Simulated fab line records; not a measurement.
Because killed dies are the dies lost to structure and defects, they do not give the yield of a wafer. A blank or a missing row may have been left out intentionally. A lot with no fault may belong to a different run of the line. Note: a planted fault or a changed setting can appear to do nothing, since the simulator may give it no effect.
Struck lot and sound lot, side by side :: flow n5_finfet :: 14 steps out of a route of 1938
Sound: wafers L851.2, L851.5, L851.6. Wafers L842.1, L842.4 were the ones struck. At the end, the cause is stated.
At each step with rows: each side's tool, then ch and its chambers, then its first start. Under that, the readings that differ: sound wafers :: struck wafers :: difference of the means :: sigmas: that difference in standard deviations of wafers without a fault.
alike: words and numbers the same on both sides, and readings whose means are apart by under 2 such deviations; not compared: readings that were withheld, readings missing a value for some wafer, numbers with overlapping values and no deviation given by the record, and bounds like >300 which may hide the same value.
A row with sigmas, a row that says differs or no value, or rows on one side alone: a step with any of these is where the two part. When numbers do not overlap yet have no deviation, they are printed without sigmas and do not part them. A reading missing from all wafers of one side parts the sides only when that side holds two or more wafers.

N5_BEOL_M5_STRIP_91: strips in N2/H2, time 10 s.
  sound on rie_diel-04 ch 2,3; struck on rie_diel-04 ch 2,3
  alike: chamber_pressure_mTorr, drypump_motor_current_A, oes_product_au, rf_vpp_V, showerhead_plenum_p_Torr, throttle_valve_pct
  not compared: rf_hours_counter_h
N5_BEOL_M5_OCD_MEAS_38:
  sound on ocd-01, day 13 06:23; struck on ocd-02, day 10 20:56
  alike: trench_depth_nm
then, 4 steps without rows for these wafers: N5_BEOL_M5_HM_STRIP_39 (strips TiN in peroxide tin strip, target depth 25 nm, time 158 s); N5_BEOL_M5_SRD_40 (time 30 s); N5_BEOL_M5_PRECLEAN_42 (cleans in residue remover, time 60 s); N5_BEOL_M5_SRD_43 (time 30 s).
N5_BEOL_M5_CD_MEAS_35: target cd 28 nm, target cd y 24 nm.
  sound on cd_sem-03, day 13 06:32; struck on cd_sem-03, day 10 21:05
  alike: cd_nm
N5_BEOL_M5_CURE_80: cures SiCOH lowk, time 120 s.
  sound on uv_cure-03 ch 0, day 13 06:38; struck on uv_cure-01 ch 2, day 10 21:07
  alike: lamp_power_pct, wafer_temp_C_max
N5_BEOL_M5_DEGAS_44: time 60 s.
  sound on pvd_sputter-03, day 13 06:59; struck on pvd_sputter-02, day 10 21:26
  alike: heater_power_w, susceptor_temp_C
then, 2 steps without rows for these wafers: N5_BEOL_M5_PRE_CLEAN_45 (time 30 s); N5_BEOL_M5_ALD_86 (deposits TaN, pulse time 2 s, purge time 3 s, co reactant purge time 2 s).
N5_BEOL_M5_SURFACE_TREAT_87:
  sound on pvd_sputter-02, day 13 07:25; struck on pvd_sputter-03, day 10 21:49
  not compared: throttle_valve_pct
N5_BEOL_M5_CVD_47: deposits Co from CCTBA/H2, target thk 3 nm, time 216 s.
  sound on cvd_co-02 ch 1,2, day 13 07:28; struck on cvd_co-01 ch 1,2, day 10 22:00
reading: run_length_s (s)
sound: 239.8 239.6 238.5
struck: 235.4 235.7
difference: -3.8
sigmas: -6
  alike: chamber_pressure_Torr
N5_BEOL_M5_SPUTTER_48: material Cu, target thk 15 nm, time 27.62 s.
  sound on pvd_sputter-02, day 13 07:43; struck on pvd_sputter-01, day 10 22:12
  alike: susceptor_temp_C, throttle_valve_pct

## WHERE THEY PART
Only at N5_BEOL_M5_CVD_47, within this record. Later steps at which nothing parts them and some readings are alike: N5_BEOL_M5_SPUTTER_48.

WHY: the cause the simulator had injected
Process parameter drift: cvd_co-01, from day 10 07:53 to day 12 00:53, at N5_BEOL_M5_CVD_47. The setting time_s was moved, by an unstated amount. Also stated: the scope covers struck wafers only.
